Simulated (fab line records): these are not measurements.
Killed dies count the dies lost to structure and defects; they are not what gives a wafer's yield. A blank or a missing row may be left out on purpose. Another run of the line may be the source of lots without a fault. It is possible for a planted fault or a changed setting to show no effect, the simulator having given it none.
The tool behind it: which one?	flow n5 finfet	11 lots, 31 wafers sampled, at 5 steps of a route of 1938

== WHAT THE GAUGES SHOWED, per wafer ==
N5_WELL_APT_INSPECT_27: inspects for defects (macro).
lot	measured	on	raw defect count
L899	day 1 14:56	defect inspect-02	1 1 0
L900	day 1 21:08	defect inspect-01	1 2 3
L901	day 2 03:34	defect inspect-01	1 2 4
L902	day 2 08:52	defect inspect-01	3 2 2
L903	day 2 14:53	defect inspect-01	0 2 1
L905	day 3 03:07	defect inspect-01	0 1 0
L906	day 3 08:59	defect inspect-02	2 2 1
L907	day 3 15:01	defect inspect-01	2 1 3
L913	day 5 02:52	defect inspect-02	1 0
L915	day 5 15:01	defect inspect-02	5 1 0
L922	day 7 09:08	defect inspect-01	0 3

N5_BEOL_M4_RC_MEAS_101.
lot	measured	on	DIBL_N (mV/V)	DIBL_P (mV/V)	IOFF_N (nA/um)	IOFF_P (nA/um)	ION_N (uA/um)	ION_P (uA/um)	RS_NWELL (ohm/sq)	SS_N (mV/dec)	SS_P (mV/dec)	VT_N (mV)	VT_P (mV)
L899	day 8 10:38	prober-01	34.2 35.1 32.4	34.7 37.1 30.0	0.12 0.13 0.09	0.16 0.19 0.10	667 674 647	455 463 440	1020 1026 1029	70.9 71.0 70.4	72.1 72.9 71.1	253 252 260	-255 -254 -262
L900	day 9 04:32	prober-02	35.9 36.7 35.2	36.2 36.3 36.0	0.15 0.15 0.14	0.21 0.20 0.21	666 656 664	459 453 461	1020 1030 1043	70.7 71.3 71.9	73.0 73.7 73.2	249 250 253	-249 -252 -248
L901	day 9 11:28	prober-01	34.2 37.0 35.7	34.5 38.1 37.1	0.11 0.16 0.13	0.18 0.22 0.21	655 655 668	451 448 463	1029 1032 1042	71.1 72.2 71.2	72.1 73.3 72.9	258 250 252	-254 -252 -251
L902	day 9 15:00	prober-01	37.2 35.6 36.1	35.2 36.2 35.9	0.16 0.14 0.15	0.19 0.22 0.22	653 658 670	439 462 457	1043 1050 1044	72.2 71.2 71.4	72.8 72.7 73.2	253 254 253	-253 -250 -251
L903	day 9 17:33	prober-02	35.4 36.6 31.5	33.8 36.8 31.6	0.14 0.15 0.09	0.16 0.21 0.14	645 653 640	443 449 446	1042 1034 1040	71.9 72.1 70.9	72.2 73.5 71.8	251 252 257	-253 -249 -253
L905	day 9 21:05	prober-01	37.5 34.3 36.0	38.7 35.8 36.9	0.20 0.14 0.16	0.24 0.20 0.20	692 654 671	466 450 457	1041 1044 1043	72.0 71.6 72.1	74.6 73.7 73.9	246 253 251	-251 -252 -249
L907	day 11 02:48	prober-01	35.8 37.1 34.8	35.2 38.6 32.0	0.14 0.16 0.13	0.19 0.24 0.14	670 652 638	454 453 436	1696 1708 1711	71.9 72.5 72.4	73.4 73.8 72.6	253 248 258	-253 -250 -258
L913	day 12 04:52	prober-02	35.5 36.0	35.7 36.9	0.13 0.14	0.18 0.20	670 668	458 454	1039 1032	71.1 71.4	73.5 73.4	252 254	-253 -252
L915	day 12 22:58	prober-02	38.1 38.3 37.2	37.6 38.7 37.2	0.21 0.21 0.20	0.26 0.26 0.24	680 685 688	465 468 465	1042 1045 1039	71.9 72.3 71.7	73.6 74.0 73.9	245 244 246	-246 -249 -249
L922	day 15 04:48	prober-01	40.2 42.3	42.9 44.0	0.23 0.28	0.29 0.33	669 702	456 471	1047 1042	72.3 73.4	74.7 75.0	248 242	-247 -243

== TOOL THAT RAN EACH LOT (tool first, then ch and the chambers of the sampled wafers, then the start) ==
lot	N5_ZERO_LAYER_ETCH_17	N5_ZERO_LAYER_STRIP_24	N5_WELL_APT_IMPLANT_14
L899	rie diel-04 ch 1,2, day 1 12:45	plasma asher-02 ch 0,1, day 1 12:58	implanter-02 ch 0, day 1 13:49
L900	rie diel-01 ch 0,2,3, day 1 18:50	plasma asher-02 ch 0,1, day 1 19:01	implanter-01 ch 0, day 1 20:02
L901	rie diel-03 ch 0,1, day 2 00:50	plasma asher-01 ch 0,1, day 2 01:02	implanter-02 ch 0, day 2 02:40
L902	rie diel-03 ch 0,2, day 2 06:43	plasma asher-01 ch 0,1, day 2 06:53	implanter-01 ch 0, day 2 07:45
L903	rie diel-04 ch 0,3, day 2 12:52	plasma asher-02 ch 0,1, day 2 13:04	implanter-02 ch 0, day 2 13:59
L905	rie diel-01 ch 0,1,3, day 3 00:50	plasma asher-01 ch 0,1, day 3 01:02	implanter-02 ch 0, day 3 02:03
L906	rie diel-03 ch 1,2, day 3 06:50	plasma asher-01 ch 0,1, day 3 07:01	implanter-01 ch 0, day 3 08:01
L907	rie diel-03 ch 1,3, day 3 12:52	plasma asher-02 ch 0,1, day 3 13:02	implanter-01 ch 0, day 3 13:56
L913	rie diel-03 ch 1, day 5 00:44	plasma asher-02 ch 0,1, day 5 00:56	implanter-02 ch 0, day 5 01:56
L915	rie diel-03 ch 1,2,3, day 5 12:50	plasma asher-01 ch 0,1, day 5 13:02	implanter-02 ch 0, day 5 14:00
L922	rie diel-03 ch 1,2, day 7 06:50	plasma asher-01 ch 1, day 7 07:02	implanter-02 ch 0, day 7 08:05
- N5_ZERO_LAYER_ETCH_17: etches SiO2 in CF4, target depth 12 nm, time 13.3 s.
- N5_ZERO_LAYER_STRIP_24: strips in O2.
- N5_WELL_APT_IMPLANT_14

== WHAT THE TOOLS THEMSELVES READ (means of the sampled wafers that have a number; where no wafer has one, the mark that the record gives instead) ==
N5_ZERO_LAYER_ETCH_17.
lot	tool	cf4 flow sccm (sccm)	drypump motor current A (A)	oes product au (a.u.)	rf vpp V (V)	showerhead plenum p Torr (Torr)	throttle valve pct (%)
L899	rie diel-04	100.08	5.3	0.80	947	2.11	15.54
L900	rie diel-01	99.83	5.4	0.70	947	2.11	15.78
L901	rie diel-03	99.96	5.4	0.75	946	2.10	15.81
L902	rie diel-03	99.97	5.0	0.76	945	2.08	15.74
L903	rie diel-04	99.97	6.0	0.77	950	2.16	15.77
L905	rie diel-01	99.79	5.3	0.72	947	2.10	15.85
L906	rie diel-03	99.86	5.4	0.80	950	2.16	15.78
L907	rie diel-03	99.96	5.8	0.81	947	2.13	15.78
L913	rie diel-03	99.91	5.6	0.74	948	2.14	15.86
L915	rie diel-03	100.20	5.6	0.82	947	2.14	15.74
L922	rie diel-03	100.14	5.3	0.77	949	2.15	15.82

N5_ZERO_LAYER_STRIP_24.
lot	tool	drypump motor current A (A)	heater power w (W)	oes product au (a.u.)	strip time to endpoint s (s)
L899	plasma asher-02	6.1	351	0.647	43.91
L900	plasma asher-02	6.1	352	0.649	43.79
L901	plasma asher-01	5.5	317	0.650	43.80
L902	plasma asher-01	5.4	324	0.647	43.82
L903	plasma asher-02	5.9	367	0.644	43.84
L905	plasma asher-01	5.5	323	0.652	43.80
L906	plasma asher-01	5.4	326	0.648	43.94
L907	plasma asher-02	5.9	363	0.644	43.75
L913	plasma asher-02	6.0	360	0.647	43.79
L915	plasma asher-01	5.5	318	0.641	43.76
L922	plasma asher-01	5.4	330	0.648	43.73

N5_WELL_APT_IMPLANT_14.
lot	tool	dose ions cm2	faraday current uA	rotation deg (degrees)
L899	implanter-02	1.5001e+13	191	0.006
L900	implanter-01	1.5017e+13	188	0.007
L901	implanter-02	1.5014e+13	190	-0.012
L902	implanter-01	1.5003e+13	193	0.001
L903	implanter-02	1.5017e+13	187	0.007
L905	implanter-02	1.4990e+13	189	0.004
L906	implanter-01	6.1820e+12	77	-0.019
L907	implanter-01	6.2193e+12	78	0.005
L913	implanter-02	1.4990e+13	191	0.004
L915	implanter-02	1.4991e+13	192	-0.009
L922	implanter-02	1.4980e+13	190	-0.028

== THE ANSWER, worked out from the rows above alone ==
Rule: the lots themselves supply what counts as usual. Put in order of their means at a reading, lots are off if they are a third of the lots or fewer, leave a main group of 4 or more, and stand apart from it by a gap of 3 or more times the standard deviation of the main group's means; of several such gaps the widest counts. If all means in a main group match to the digits the tables above print for the reading, that group is not used. Also off: a lot with no number at a reading for which 4 or more lots have one. Any other lot the step has rows for is counted as sound. First the gauges in route order, then the tools' own readings, where a lot's mean is used as printed above. The first step at which some lot is off is used, and at that step the reading that is off furthest; a lot without a number counts as furthest.
Off: L907, seen at N5_BEOL_M4_RC_MEAS_101 (RS_NWELL). Main group: mean 1038 ohm/sq, sd 6.5. Neither off nor sound, because the step has no rows for them: L906.
A tool fits if, at a process step before that reading, it ran every lot that is off, and no sound lot after the first of them. The gauges at N5_BEOL_M4_RC_MEAS_101 aren't tried: what is off there is off at N5_WELL_APT_IMPLANT_14 too, on other tools, and a gauge's error can't cause that. One fits: N5_WELL_APT_IMPLANT_14 on implanter-01. Its last sound lot is L902 (day 2 07:45), its first lot that is off L907 (day 3 13:56): a fault that began between those two fits.
The tool's own readings at N5_WELL_APT_IMPLANT_14 bear it out: on the lots that are off they differ by more than 5 times the standard deviation of the sound lots' means. dose ions cm2 reads 6.2193e+12 there against 1.5000e+13 on the sound lots; faraday current uA reads 78 there against 190 on the sound lots.

== WHAT HAD BEEN PUT IN BY THE SIMULATOR ==
Process parameter drift: implanter-01, from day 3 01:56 on, at N5_WELL_APT_IMPLANT_14. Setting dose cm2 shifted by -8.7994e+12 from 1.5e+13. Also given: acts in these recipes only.
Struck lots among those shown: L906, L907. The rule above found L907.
